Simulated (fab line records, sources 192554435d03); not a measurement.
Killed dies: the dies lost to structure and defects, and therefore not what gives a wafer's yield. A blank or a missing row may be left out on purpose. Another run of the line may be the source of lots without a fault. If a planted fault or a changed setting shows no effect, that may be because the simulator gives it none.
The tool behind it: which one? / flow n5Finfet / 24 lots with 72 wafers sampled at 5 steps, on a route of 1938 steps

== WHAT THE GAUGES SHOWED, per wafer ==
N5_BEOL_M15_THK_MEAS_50: measures by xrf.
lot=L075; measured=day 11 16:26; on=filmMetro-01; M15_THK (nm)=848 842 855
lot=L076; measured=day 11 17:59; on=filmMetro-01; M15_THK (nm)=850 852 849
lot=L074; measured=day 11 23:21; on=filmMetro-01; M15_THK (nm)=843 847 841
lot=L077; measured=day 12 04:41; on=filmMetro-02; M15_THK (nm)=861 862 868
lot=L078; measured=day 12 09:47; on=filmMetro-02; M15_THK (nm)=849 843 845
lot=L079; measured=day 12 14:34; on=filmMetro-02; M15_THK (nm)=846 847 845
lot=L083; measured=day 13 09:36; on=filmMetro-02; M15_THK (nm)=860 849 860
lot=L081; measured=day 13 11:56; on=filmMetro-02; M15_THK (nm)=853 850 847
lot=L082; measured=day 13 14:58; on=filmMetro-02; M15_THK (nm)=849 842 845
lot=L080; measured=day 13 23:26; on=filmMetro-01; M15_THK (nm)=844 858 854
lot=L084; measured=day 14 05:04; on=filmMetro-02; M15_THK (nm)=844 845 850
lot=L085; measured=day 14 07:27; on=filmMetro-01; M15_THK (nm)=857 864 865
lot=L087; measured=day 14 12:04; on=filmMetro-02; M15_THK (nm)=834 855 825
lot=L086; measured=day 14 12:26; on=filmMetro-02; M15_THK (nm)=855 827 833
lot=L088; measured=day 14 21:54; on=filmMetro-01; M15_THK (nm)=852 842 847
lot=L091; measured=day 15 13:46; on=filmMetro-02; M15_THK (nm)=840 845 844
lot=L089; measured=day 15 20:52; on=filmMetro-01; M15_THK (nm)=849 849 854
lot=L090; measured=day 15 21:13; on=filmMetro-01; M15_THK (nm)=876 848 873
lot=L093; measured=day 15 21:39; on=filmMetro-01; M15_THK (nm)=862 851 853
lot=L092; measured=day 16 04:00; on=filmMetro-02; M15_THK (nm)=840 847 842
lot=L094; measured=day 16 13:32; on=filmMetro-02; M15_THK (nm)=845 844 846
lot=L095; measured=day 16 20:34; on=filmMetro-02; M15_THK (nm)=856 823 856
lot=L096; measured=day 16 22:40; on=filmMetro-01; M15_THK (nm)=841 841 836
lot=L097; measured=day 17 01:59; on=filmMetro-01; M15_THK (nm)=844 847 856

N5_MIM_TOP_LITHO_INSPECT_12: inspects for defects (macro).
lot=L075; measured=day 11 21:24; on=defectInspect-02; rawDefectCount=3 2 3
lot=L076; measured=day 12 00:38; on=defectInspect-01; rawDefectCount=1 0 4
lot=L074; measured=day 12 03:10; on=defectInspect-02; rawDefectCount=1 2 5
lot=L077; measured=day 12 08:35; on=defectInspect-02; rawDefectCount=4 2 1
lot=L078; measured=day 12 17:13; on=defectInspect-01; rawDefectCount=2 1 2
lot=L079; measured=day 12 20:48; on=defectInspect-02; rawDefectCount=1 4 2
lot=L083; measured=day 13 13:55; on=defectInspect-01; rawDefectCount=2 3 0
lot=L081; measured=day 13 15:15; on=defectInspect-02; rawDefectCount=4 2 1
lot=L082; measured=day 13 21:16; on=defectInspect-01; rawDefectCount=3 1 0
lot=L080; measured=day 14 04:03; on=defectInspect-02; rawDefectCount=3 1 2
lot=L084; measured=day 14 09:04; on=defectInspect-02; rawDefectCount=1 2 3
lot=L085; measured=day 14 11:12; on=defectInspect-01; rawDefectCount=2 2 1
lot=L087; measured=day 14 14:59; on=defectInspect-01; rawDefectCount=2 4 2
lot=L086; measured=day 14 18:37; on=defectInspect-01; rawDefectCount=2 1 0
lot=L088; measured=day 15 02:18; on=defectInspect-02; rawDefectCount=2 4 2
lot=L091; measured=day 15 17:32; on=defectInspect-02; rawDefectCount=2 2 2
lot=L089; measured=day 16 01:48; on=defectInspect-02; rawDefectCount=1 2 4
lot=L090; measured=day 16 01:58; on=defectInspect-01; rawDefectCount=1 6 2
lot=L093; measured=day 16 02:22; on=defectInspect-02; rawDefectCount=1 3 2
lot=L092; measured=day 16 08:31; on=defectInspect-02; rawDefectCount=1 2 2
lot=L094; measured=day 16 17:57; on=defectInspect-01; rawDefectCount=0 3 1
lot=L095; measured=day 17 01:35; on=defectInspect-01; rawDefectCount=5 0 2
lot=L096; measured=day 17 03:27; on=defectInspect-02; rawDefectCount=3 3 3
lot=L097; measured=day 17 06:03; on=defectInspect-01; rawDefectCount=2 2 6

N5_MIM_BOT_LITHO_OVL_MEAS_11.
lot=L075; measured=day 11 22:14; on=overlay-02; MIM_BOT_OVL (nm)=5 -1 5
lot=L076; measured=day 12 01:34; on=overlay-01; MIM_BOT_OVL (nm)=5 6 7
lot=L074; measured=day 12 04:07; on=overlay-01; MIM_BOT_OVL (nm)=-4 10 2
lot=L077; measured=day 12 09:29; on=overlay-02; MIM_BOT_OVL (nm)=2 1 4
lot=L078; measured=day 12 18:14; on=overlay-02; MIM_BOT_OVL (nm)=-4 0 8
lot=L079; measured=day 12 21:44; on=overlay-02; MIM_BOT_OVL (nm)=3 -4 -1
lot=L083; measured=day 13 14:46; on=overlay-01; MIM_BOT_OVL (nm)=8 2 3
lot=L081; measured=day 13 15:58; on=overlay-02; MIM_BOT_OVL (nm)=5 7 -1
lot=L082; measured=day 13 22:17; on=overlay-01; MIM_BOT_OVL (nm)=-4 -3 -11
lot=L080; measured=day 14 05:02; on=overlay-01; MIM_BOT_OVL (nm)=9 6 9
lot=L084; measured=day 14 09:50; on=overlay-01; MIM_BOT_OVL (nm)=20 4 2
lot=L085; measured=day 14 11:59; on=overlay-02; MIM_BOT_OVL (nm)=-1 -5 -3
lot=L087; measured=day 14 15:49; on=overlay-01; MIM_BOT_OVL (nm)=-5 -3 -2
lot=L086; measured=day 14 19:20; on=overlay-01; MIM_BOT_OVL (nm)=-14 -12 -5
lot=L088; measured=day 15 03:04; on=overlay-01; MIM_BOT_OVL (nm)=10 5 8
lot=L091; measured=day 15 18:25; on=overlay-02; MIM_BOT_OVL (nm)=5 -3 -9
lot=L089; measured=day 16 02:44; on=overlay-02; MIM_BOT_OVL (nm)=-6 -5 0
lot=L090; measured=day 16 02:46; on=overlay-01; MIM_BOT_OVL (nm)=10 -1 -2
lot=L093; measured=day 16 03:06; on=overlay-02; MIM_BOT_OVL (nm)=-11 -5 -10
lot=L092; measured=day 16 09:29; on=overlay-01; MIM_BOT_OVL (nm)=1 -3 2
lot=L094; measured=day 16 18:52; on=overlay-01; MIM_BOT_OVL (nm)=9 3 18
lot=L095; measured=day 17 02:30; on=overlay-01; MIM_BOT_OVL (nm)=1 -12 -3
lot=L096; measured=day 17 04:13; on=overlay-01; MIM_BOT_OVL (nm)=1 -6 -5
lot=L097; measured=day 17 06:53; on=overlay-01; MIM_BOT_OVL (nm)=1 2 5

== WHAT TOOL EACH LOT RAN ON (gives the tool, then ch and the chambers of the sampled wafers, and finally the start) ==
lot=L075; N5_MIM_TOP_ALD_02=aldHk-01 ch 1,3, day 11 21:24 or earlier; N5_MIM_TOP_ETCH_STRIP_01=rieDiel-01 ch 0,1,3, day 11 21:40
lot=L076; N5_MIM_TOP_ALD_02=aldHk-03 ch 0,2,3, day 12 00:38 or earlier; N5_MIM_TOP_ETCH_STRIP_01=rieDiel-06 ch 1,3, day 12 00:59
lot=L074; N5_MIM_TOP_ALD_02=aldHk-03 ch 2,3, day 12 03:10 or earlier; N5_MIM_TOP_ETCH_STRIP_01=rieDiel-05 ch 1,2, day 12 03:32
lot=L077; N5_MIM_TOP_ALD_02=aldHk-03 ch 1,2,3, day 12 08:35 or earlier; N5_MIM_TOP_ETCH_STRIP_01=rieDiel-05 ch 0,3, day 12 08:55
lot=L078; N5_MIM_TOP_ALD_02=aldHk-02 ch 0,2,3, day 12 17:13 or earlier; N5_MIM_TOP_ETCH_STRIP_01=rieDiel-05 ch 1,2, day 12 17:39
lot=L079; N5_MIM_TOP_ALD_02=aldHk-02 ch 1,2,3, day 12 20:48 or earlier; N5_MIM_TOP_ETCH_STRIP_01=rieDiel-05 ch 0,1,3, day 12 21:10
lot=L083; N5_MIM_TOP_ALD_02=aldHk-03 ch 0,1, day 13 13:55 or earlier; N5_MIM_TOP_ETCH_STRIP_01=rieDiel-01 ch 0,2, day 13 14:11
lot=L081; N5_MIM_TOP_ALD_02=aldHk-03 ch 0,2,3, day 13 15:15 or earlier; N5_MIM_TOP_ETCH_STRIP_01=rieDiel-06 ch 0,1, day 13 15:31
lot=L082; N5_MIM_TOP_ALD_02=aldHk-03 ch 1,3, day 13 21:16 or earlier; N5_MIM_TOP_ETCH_STRIP_01=rieDiel-05 ch 0,2, day 13 21:42
lot=L080; N5_MIM_TOP_ALD_02=aldHk-02 ch 0,1,2, day 14 04:03 or earlier; N5_MIM_TOP_ETCH_STRIP_01=rieDiel-05 ch 1,2,3, day 14 04:35
lot=L084; N5_MIM_TOP_ALD_02=aldHk-02 ch 0,2,3, day 14 09:04 or earlier; N5_MIM_TOP_ETCH_STRIP_01=rieDiel-05 ch 0,1,3, day 14 09:23
lot=L085; N5_MIM_TOP_ALD_02=aldHk-02 ch 0,1,3, day 14 11:12 or earlier; N5_MIM_TOP_ETCH_STRIP_01=rieDiel-05 ch 0,1, day 14 11:32
lot=L087; N5_MIM_TOP_ALD_02=aldHk-01 ch 1,2,3, day 14 14:59 or earlier; N5_MIM_TOP_ETCH_STRIP_01=rieDiel-06 ch 0,2,3, day 14 15:15
lot=L086; N5_MIM_TOP_ALD_02=aldHk-01 ch 0,2,3, day 14 18:37 or earlier; N5_MIM_TOP_ETCH_STRIP_01=rieDiel-01 ch 1,2, day 14 18:53
lot=L088; N5_MIM_TOP_ALD_02=aldHk-02 ch 2,3, day 15 02:18 or earlier; N5_MIM_TOP_ETCH_STRIP_01=rieDiel-06 ch 1,3, day 15 02:37
lot=L091; N5_MIM_TOP_ALD_02=aldHk-01 ch 0,2,3, day 15 17:32 or earlier; N5_MIM_TOP_ETCH_STRIP_01=rieDiel-01 ch 0,1,3, day 15 17:56
lot=L089; N5_MIM_TOP_ALD_02=aldHk-03 ch 0,2,3, day 16 01:48 or earlier; N5_MIM_TOP_ETCH_STRIP_01=rieDiel-05 ch 0,1,3, day 16 02:08
lot=L090; N5_MIM_TOP_ALD_02=aldHk-02 ch 2,3, day 16 01:58 or earlier; N5_MIM_TOP_ETCH_STRIP_01=rieDiel-01 ch 0,2,3, day 16 02:19
lot=L093; N5_MIM_TOP_ALD_02=aldHk-01 ch 1,2,3, day 16 02:22 or earlier; N5_MIM_TOP_ETCH_STRIP_01=rieDiel-06 ch 0,2,3, day 16 02:38
lot=L092; N5_MIM_TOP_ALD_02=aldHk-02 ch 1,3, day 16 08:31 or earlier; N5_MIM_TOP_ETCH_STRIP_01=rieDiel-01 ch 1,3, day 16 09:01
lot=L094; N5_MIM_TOP_ALD_02=aldHk-01 ch 0,1,2, day 16 17:57 or earlier; N5_MIM_TOP_ETCH_STRIP_01=rieDiel-01 ch 0,2,3, day 16 18:24
lot=L095; N5_MIM_TOP_ALD_02=aldHk-03 ch 1,2, day 17 01:35 or earlier; N5_MIM_TOP_ETCH_STRIP_01=rieDiel-06 ch 0,1, day 17 01:54
lot=L096; N5_MIM_TOP_ALD_02=aldHk-02 ch 0,1,2, day 17 03:27 or earlier; N5_MIM_TOP_ETCH_STRIP_01=rieDiel-05 ch 0,2,3, day 17 03:46
lot=L097; N5_MIM_TOP_ALD_02=aldHk-01 ch 1,2,3, day 17 06:03 or earlier; N5_MIM_TOP_ETCH_STRIP_01=rieDiel-05 ch 0,1,2, day 17 06:26
- N5_MIM_TOP_ALD_02: deposits Al2O3, purge time 3 s, co reactant pulse time 3 s.
- N5_MIM_TOP_ETCH_STRIP_01: strips in O2.

== AS READ BY THE TOOLS THEMSELVES (means over the sampled wafers that have a number; for cases with no such wafer, the mark the record gives instead) ==
N5_MIM_TOP_ALD_02.
lot=L075 tool=aldHk-01 precursorPulseHeightRel=1.024
lot=L076 tool=aldHk-03 precursorPulseHeightRel=1.002
lot=L074 tool=aldHk-03 precursorPulseHeightRel=0.991
lot=L077 tool=aldHk-03 precursorPulseHeightRel=1.004
lot=L078 tool=aldHk-02 precursorPulseHeightRel=1.005
lot=L079 tool=aldHk-02 precursorPulseHeightRel=0.998
lot=L083 tool=aldHk-03 precursorPulseHeightRel=1.002
lot=L081 tool=aldHk-03 precursorPulseHeightRel=1.017
lot=L082 tool=aldHk-03 precursorPulseHeightRel=0.990
lot=L080 tool=aldHk-02 precursorPulseHeightRel=1.007
lot=L084 tool=aldHk-02 precursorPulseHeightRel=0.984
lot=L085 tool=aldHk-02 precursorPulseHeightRel=0.985
lot=L087 tool=aldHk-01 precursorPulseHeightRel=1.004
lot=L086 tool=aldHk-01 precursorPulseHeightRel=1.007
lot=L088 tool=aldHk-02 precursorPulseHeightRel=0.985
lot=L091 tool=aldHk-01 precursorPulseHeightRel=1.007
lot=L089 tool=aldHk-03 precursorPulseHeightRel=1.008
lot=L090 tool=aldHk-02 precursorPulseHeightRel=0.983
lot=L093 tool=aldHk-01 precursorPulseHeightRel=1.022
lot=L092 tool=aldHk-02 precursorPulseHeightRel=0.996
lot=L094 tool=aldHk-01 precursorPulseHeightRel=1.004
lot=L095 tool=aldHk-03 precursorPulseHeightRel=0.992
lot=L096 tool=aldHk-02 precursorPulseHeightRel=1.017
lot=L097 tool=aldHk-01 precursorPulseHeightRel=0.999

N5_MIM_TOP_ETCH_STRIP_01.
lot=L075; tool=rieDiel-01; drypumpMotorCurrentA (A)=5.4; oesProductAu (a.u.)=0.71; rfVppV (V)=3.3; showerheadPlenumPTorr (Torr)=2.08; throttleValvePct (%)=16.79
lot=L076; tool=rieDiel-06; drypumpMotorCurrentA (A)=6.1; oesProductAu (a.u.)=0.89; rfVppV (V)=3.8; showerheadPlenumPTorr (Torr)=2.10; throttleValvePct (%)=16.52
lot=L074; tool=rieDiel-05; drypumpMotorCurrentA (A)=6.2; oesProductAu (a.u.)=0.80; rfVppV (V)=2.6; showerheadPlenumPTorr (Torr)=2.18; throttleValvePct (%)=16.84
lot=L077; tool=rieDiel-05; drypumpMotorCurrentA (A)=5.5; oesProductAu (a.u.)=0.74; rfVppV (V)=5.3; showerheadPlenumPTorr (Torr)=2.00; throttleValvePct (%)=16.80
lot=L078; tool=rieDiel-05; drypumpMotorCurrentA (A)=6.2; oesProductAu (a.u.)=0.86; rfVppV (V)=4.1; showerheadPlenumPTorr (Torr)=2.21; throttleValvePct (%)=16.72
lot=L079; tool=rieDiel-05; drypumpMotorCurrentA (A)=5.7; oesProductAu (a.u.)=0.74; rfVppV (V)=3.4; showerheadPlenumPTorr (Torr)=2.06; throttleValvePct (%)=16.78
lot=L083; tool=rieDiel-01; drypumpMotorCurrentA (A)=5.5; oesProductAu (a.u.)=0.75; rfVppV (V)=3.1; showerheadPlenumPTorr (Torr)=2.09; throttleValvePct (%)=16.80
lot=L081; tool=rieDiel-06; drypumpMotorCurrentA (A)=6.1; oesProductAu (a.u.)=0.82; rfVppV (V)=3.3; showerheadPlenumPTorr (Torr)=2.15; throttleValvePct (%)=16.59
lot=L082; tool=rieDiel-05; drypumpMotorCurrentA (A)=6.0; oesProductAu (a.u.)=0.83; rfVppV (V)=4.7; showerheadPlenumPTorr (Torr)=2.09; throttleValvePct (%)=16.54
lot=L080; tool=rieDiel-05; drypumpMotorCurrentA (A)=5.9; oesProductAu (a.u.)=0.76; rfVppV (V)=5.5; showerheadPlenumPTorr (Torr)=2.13; throttleValvePct (%)=16.88
lot=L084; tool=rieDiel-05; drypumpMotorCurrentA (A)=5.7; oesProductAu (a.u.)=0.74; rfVppV (V)=3.9; showerheadPlenumPTorr (Torr)=2.05; throttleValvePct (%)=16.80
lot=L085; tool=rieDiel-05; drypumpMotorCurrentA (A)=6.0; oesProductAu (a.u.)=0.74; rfVppV (V)=4.2; showerheadPlenumPTorr (Torr)=2.11; throttleValvePct (%)=16.79
lot=L087; tool=rieDiel-06; drypumpMotorCurrentA (A)=5.9; oesProductAu (a.u.)=0.83; rfVppV (V)=5.7; showerheadPlenumPTorr (Torr)=2.03; throttleValvePct (%)=16.55
lot=L086; tool=rieDiel-01; drypumpMotorCurrentA (A)=5.9; oesProductAu (a.u.)=0.81; rfVppV (V)=4.7; showerheadPlenumPTorr (Torr)=2.11; throttleValvePct (%)=16.85
lot=L088; tool=rieDiel-06; drypumpMotorCurrentA (A)=6.1; oesProductAu (a.u.)=0.84; rfVppV (V)=3.9; showerheadPlenumPTorr (Torr)=2.09; throttleValvePct (%)=16.55
lot=L091; tool=rieDiel-01; drypumpMotorCurrentA (A)=5.4; oesProductAu (a.u.)=0.88; rfVppV (V)=4.4; showerheadPlenumPTorr (Torr)=2.15; throttleValvePct (%)=16.53
lot=L089; tool=rieDiel-05; drypumpMotorCurrentA (A)=5.7; oesProductAu (a.u.)=0.73; rfVppV (V)=3.7; showerheadPlenumPTorr (Torr)=2.05; throttleValvePct (%)=16.84
lot=L090; tool=rieDiel-01; drypumpMotorCurrentA (A)=5.6; oesProductAu (a.u.)=0.82; rfVppV (V)=2.6; showerheadPlenumPTorr (Torr)=2.13; throttleValvePct (%)=16.68
lot=L093; tool=rieDiel-06; drypumpMotorCurrentA (A)=5.9; oesProductAu (a.u.)=0.82; rfVppV (V)=4.0; showerheadPlenumPTorr (Torr)=2.03; throttleValvePct (%)=16.57
lot=L092; tool=rieDiel-01; drypumpMotorCurrentA (A)=5.5; oesProductAu (a.u.)=0.94; rfVppV (V)=3.9; showerheadPlenumPTorr (Torr)=2.20; throttleValvePct (%)=16.42
lot=L094; tool=rieDiel-01; drypumpMotorCurrentA (A)=5.6; oesProductAu (a.u.)=0.81; rfVppV (V)=4.8; showerheadPlenumPTorr (Torr)=2.13; throttleValvePct (%)=16.71
lot=L095; tool=rieDiel-06; drypumpMotorCurrentA (A)=6.2; oesProductAu (a.u.)=0.79; rfVppV (V)=3.7; showerheadPlenumPTorr (Torr)=2.15; throttleValvePct (%)=16.61
lot=L096; tool=rieDiel-05; drypumpMotorCurrentA (A)=5.8; oesProductAu (a.u.)=0.88; rfVppV (V)=3.2; showerheadPlenumPTorr (Torr)=2.16; throttleValvePct (%)=16.61
lot=L097; tool=rieDiel-05; drypumpMotorCurrentA (A)=6.1; oesProductAu (a.u.)=0.77; rfVppV (V)=4.7; showerheadPlenumPTorr (Torr)=2.13; throttleValvePct (%)=16.73

== THE ANSWER, worked out from the rows above alone ==
Rule: the lots themselves supply what counts as usual. The widest of any qualifying gaps counts: lots, ordered by their means at a reading, are off when they make up no more than a third of the lots, leave a main group of 4 or more, and stand apart from it by 3 or more times the standard deviation of that group's means. If all means in a main group match to the digits the tables above print for the reading, that group is not used. Also off: a lot with no number at a reading for which 4 or more lots have one. The other lots that the step has rows for count as sound. After the gauges, taken in route order, come the tools' own readings; for these a lot's mean is taken, as printed above. The first step at which some lot is off is used, and at that step the reading that is off furthest; a lot without a number counts as furthest.
Nothing can be told from this: no lot is off at any reading shown.

== WHAT HAD BEEN PUT IN BY THE SIMULATOR ==
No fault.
